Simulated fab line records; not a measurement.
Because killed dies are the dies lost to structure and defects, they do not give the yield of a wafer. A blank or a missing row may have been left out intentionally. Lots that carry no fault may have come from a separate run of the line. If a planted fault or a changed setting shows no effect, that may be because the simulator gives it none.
Chamber matching ; flow n5-finfet ; N5_PASSIVATION_STRIP_14 on rie-diel-03 has 4 sister chambers
The step strips in O2. 4 wafers are shown with their chamber, then 8 later ones without.

== WAFERS PAIRED WITH THEIR CHAMBERS ==
wafer;chamber;drypump-motor-current-A (A)
L088.6;3;6.2
L097.3;1;5.2
L097.4;2;5.8
L091.1;0;6.0

== WAFERS WHOSE CHAMBER IS MISSING ==
wafer;drypump-motor-current-A (A)
L091.2;5.2
L091.3;6.2
L094.1;5.9
L094.5;6.2
L094.6;5.8
L096.3;6.2
L096.4;5.9
L096.6;6.1

== THE CHAMBER EACH PASSED THROUGH ==
wafer;from the rows above;in truth
L091.2;1;1
L091.3;3;3
L094.1;can't be placed: 0 or 2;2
L094.5;3;3
L094.6;2;2
L096.3;3;3
L096.4;can't be placed: 0 or 2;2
L096.6;can't be placed: 0 or 3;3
5 of 8 placed correctly. These rows do not allow placing 3 (true chamber among the candidates in 3). 0 placed wrongly.
How it was worked out, from the rows above alone: a wafer's distance from a chamber is the root of the sum, over the readings, of the square of ((its reading less the chamber's mean) divided by the reading's scatter). The wafer belongs to the nearest chamber; if the next one is less than 2 further off, it can't be placed. For every chamber, the mean is computed from those of its wafers that are shown. The scatter (one wafer shown for each chamber): square how far every hidden wafer sits from the nearest shown wafer, average those squares and take the square root.
